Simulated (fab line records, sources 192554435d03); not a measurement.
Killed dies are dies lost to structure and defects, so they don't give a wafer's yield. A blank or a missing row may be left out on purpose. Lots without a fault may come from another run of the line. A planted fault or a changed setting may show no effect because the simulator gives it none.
Problem report in the 8D (eight disciplines) form, filled by code | flow n5_finfet | the parts of the form that need people (team, actions taken, sign-off) are left out

1. THE PROBLEM
trench_depth_nm at N5_BEOL_M5_OCD_MEAS_38 reads a mean of 97.2 nm on 2 wafers of 2 lots; wafers without a fault read 70.9 nm with a standard deviation of 1.3. That is +20 standard deviations from the usual mean.
First seen on wafer L873.6, day 11 06:04, on ocd-02. The record holds 21 wafers of 7 lots with a number at this step. Rule for "out", or "out of limits": more than 4 standard deviations from the usual mean. The other wafers with a number count as sound.

2. WHAT IT IS AND WHAT IT IS NOT
question                    | is                | is not
which readings at this step | trench_depth_nm   | -
which lots                  | L873, L875        | L863, L866, L872, L878, L883
which wafers of those lots  | L873.6, L875.4    | L873.3, L873.5, L875.2, L875.3
read on which gauges        | ocd-02            | ocd-01
when                        | from day 11 06:04 | up to then (11 sound wafers); but 8 sound wafers of L875, L878, L883 came after

3. SUSPECTS, AND WHAT RULES EACH OUT
Counting: a tool at a process step up to the reading stays a suspect if it ran every lot that is out. Sound lots after the first of them don't rule it out here, since some wafers of a struck lot are sound.
- the gauge at N5_BEOL_M5_OCD_MEAS_38: ruled out. All the wafers that are out were read on ocd-02, but those of them that N5_BEOL_M5_TRENCH_ETCH_37 has rows for are out there too, on other tools.
- rie_diel-06 at N5_BEOL_M5_ETCH_75 (etches underlayer in N2/H2, target depth 6.5 nm, time 5.2 s): kept. It ran every lot that is out, first L873 (day 11 05:41); its last sound lot up to then is L866 (day 9 06:04).
- rie_diel-06 at N5_BEOL_M5_TRENCH_ETCH_37 (etches SiCOH lowk in C4F6/O2, target depth 71.652 nm, time 24.7 s): kept. It ran every lot that is out, first L873 (day 11 05:55); its last sound lot up to then is L866 (day 9 06:17). Its own readings are out on those wafers: run_length_s.
- Within rie_diel-06 at N5_BEOL_M5_ETCH_75: the wafers that are out ran in chamber 0; their sound lot-mates ran in chambers 1, 2.
- Within rie_diel-06 at N5_BEOL_M5_TRENCH_ETCH_37: the wafers that are out ran in chamber 0; their sound lot-mates ran in chambers 1, 2.
Left after counting: rie_diel-06 at N5_BEOL_M5_ETCH_75, rie_diel-06 at N5_BEOL_M5_TRENCH_ETCH_37.

4. THE CAUSE (what the simulator had put in)
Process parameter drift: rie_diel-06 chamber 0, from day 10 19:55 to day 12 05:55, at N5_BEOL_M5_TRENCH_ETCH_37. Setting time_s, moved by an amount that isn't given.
Counting left 2 suspects, and this tool is among them.

5. THE CHAIN OF EFFECTS, in route order
Each row: a reading whose mean over the struck wafers that have a number lies more than 3 standard deviations from the usual. Only readings for which the record gives a usual standard deviation are gone through. hours: the time from each lot's start at the first step in this table that gives one to its start at this step, as a median over the lots. sigmas: the change in usual standard deviations.
hours | step                      | reading          | usual        | on struck wafers | change | sigmas
0     | N5_BEOL_M5_TRENCH_ETCH_37 | run_length_s     | 47.9 s       | 56.6             | +8.8   | +20
0     | N5_BEOL_M5_OCD_MEAS_38    | trench_depth_nm  | 70.9 nm      | 97.2             | +26.3  | +20
7     | N5_BEOL_M5_THK_MEAS_53    | M5_THK           | 62.2 nm      | 89.2             | +27.0  | +17
7     | N5_BEOL_M5_RS_MEAS_57     | M5_RS            | 0.390 ohm/sq | 0.256            | -0.135 | -11
74    | N5_BEOL_M15_RC_MEAS_101   | SERP_M5          | 38.8 ohm/um  | 25.7             | -13.1  | -7.7
74    | N5_BEOL_M15_RC_MEAS_101   | SERP_M5_max_site | 40.4 ohm/um  | 26.6             | -13.8  | -7.6
The process steps in it:
- N5_BEOL_M5_TRENCH_ETCH_37: etches SiCOH lowk in C4F6/O2, target depth 71.652 nm, time 24.7 s.

6. WHAT WOULD HAVE CAUGHT IT SOONER
In this record the first reading out of limits at a measuring or inspecting step was taken at day 11 06:04, 10 hours after the fault began at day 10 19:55.
The tool's own readings at N5_BEOL_M5_TRENCH_ETCH_37 were out on every struck wafer that the step has a row for (run_length_s): an alarm limit on them would have fired on the first of those.
Of the lots that are out (2), L875 began N5_BEOL_M5_TRENCH_ETCH_37 on rie_diel-06 after day 11 06:04. A hold on the tool at that time would have spared it.
